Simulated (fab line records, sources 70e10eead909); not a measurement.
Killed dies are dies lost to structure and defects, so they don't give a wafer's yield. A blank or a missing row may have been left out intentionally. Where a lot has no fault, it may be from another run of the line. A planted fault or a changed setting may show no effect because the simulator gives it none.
Struck lot and sound lot, side by side | flow nand_harc | 15 steps out of a route of 1302
Sound: wafers L521.1, L521.3, L521.6. Struck: wafer L533.4. (L533.2, L533.6 of the same lot were not struck and are left out.) The cause comes at the end.
For every step that has rows: the tool of each side, followed by ch and its chambers, followed by its first start. Under that, the readings that differ: sound wafers | struck wafers | difference of the means | sigmas: that difference in standard deviations of wafers without a fault.
alike: words and numbers the same on both sides, and readings whose means are apart by under 2 such deviations; not compared: readings that were withheld, readings missing a value for some wafer, numbers with overlapping values and no deviation given by the record, and bounds like >300 which may hide the same value.
The two part at a step that has a row with sigmas, a row that says differs or no value, or rows on one side only. Numbers that don't overlap but have no deviation are shown without sigmas and don't part them. A reading missing from all wafers of one side parts the sides only when that side holds two or more wafers.

first, 7 steps without rows for these wafers: NHARC_A_SLIT_HMDS_02 (time 30 s); NHARC_A_SLIT_COAT_03 (resist thk 90 nm); NHARC_A_SLIT_SOFTBAKE_04 (time 55 s); NHARC_A_SLIT_EBR_05; NHARC_A_SLIT_EXPOSE_06 (exposes mask SLIT); NHARC_A_SLIT_PEB_07 (peb time 65 s); NHARC_A_SLIT_DEVELOP_08 (develop time 35 s).
NHARC_A_SLIT_CD_MEAS_09 targets a cd of 300 nm.
  sound on cd_sem-01 ch 0, day 22 15:48; struck on cd_sem-03 ch 0, day 26 21:13
  alike: cd_nm
NHARC_A_SLIT_OVL_MEAS_10:
  struck on overlay-02, day 26 21:17; sound on overlay-02, day 22 15:53
  alike: overlay_x_nm, overlay_y_nm
NHARC_A_SLIT_INSPECT_11:
  struck on defect_inspect-02, day 26 21:20; sound on defect_inspect-02, day 22 15:55
  alike: raw_defect_count
NHARC_A_SLIT_DESCUM_14: chemistry O2, time 3 s.
  sound on rie_diel-04 ch 1,2,3, day 22 15:59; struck on rie_diel-10 ch 1, day 26 21:23
  alike: drypump_motor_current_A, oes_product_au, rf_vpp_V, showerhead_plenum_p_Torr, throttle_valve_pct
  not compared: rf_hours_counter_h
NHARC_A_SLIT_ETCH_24: etches the open film in CF4/CHF3, target depth 121 nm, time 60.5 s.
  sound on rie_diel-04 ch 0,2,3, day 22 16:05; struck on rie_diel-10 ch 2, day 26 21:29
  alike: drypump_motor_current_A, oes_product_au, rf_vpp_V, showerhead_plenum_p_Torr, throttle_valve_pct
  not compared: rf_hours_counter_h
NHARC_A_SLIT_ETCH_15: etches the open film in O2/COS, target depth 6200 nm, time 1612 s.
  sound on rie_diel-04 ch 0,1, day 22 16:10; struck on rie_diel-10 ch 2, day 26 21:41
  reading               | sound             | struck | difference | sigmas
  oes_product_au (a.u.) | 1.000 1.002 0.990 | 0.851  | -0.146     | -10
  alike: cos_flow_sccm, drypump_motor_current_A, rf_vpp_V, showerhead_plenum_p_Torr, throttle_valve_pct
  not compared: rf_hours_counter_h
NHARC_A_SLIT_ETCH_17: etches the open film in C4F8/O2/Ar, time 4254.5 s, target depth 20300 nm.
  sound on har_etch-01 ch 0,1, day 22 21:22; struck on har_etch-02 ch 1, day 27 00:29
  reading                         | sound          | struck | difference | sigmas
  showerhead_plenum_p_Torr (Torr) | 3.63 3.63 3.63 | 3.87   | +0.24      | +2
  alike: drypump_motor_current_A, throttle_valve_pct
  not compared: rf_hours_counter_h
-- jump in the record: it breaks off in module A_SLIT and resumes in module END (first step shown: number 1302 of the route), and 5 days separate the struck wafers' starts before and after --
NHARC_END_SORT_01:
  sound on prober-01 ch 0, day 27 23:17; struck on prober-02 ch 0, day 31 13:54
  reading         | sound    | struck | difference | sigmas
  killed_at_array | 88 74 80 | 238    | +157       | +9
  killed_dies     | 91 77 85 | 243    | +159       | +9
  alike: killed_at_other, killed_at_periphery, killed_open, killed_short

WHERE THEY PART
At NHARC_A_SLIT_ETCH_15 first; at NHARC_END_SORT_01 last (within this record only).

WHY: the cause the simulator had injected
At NHARC_A_SLIT_ETCH_15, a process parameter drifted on rie_diel-10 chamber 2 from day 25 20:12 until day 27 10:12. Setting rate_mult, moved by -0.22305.
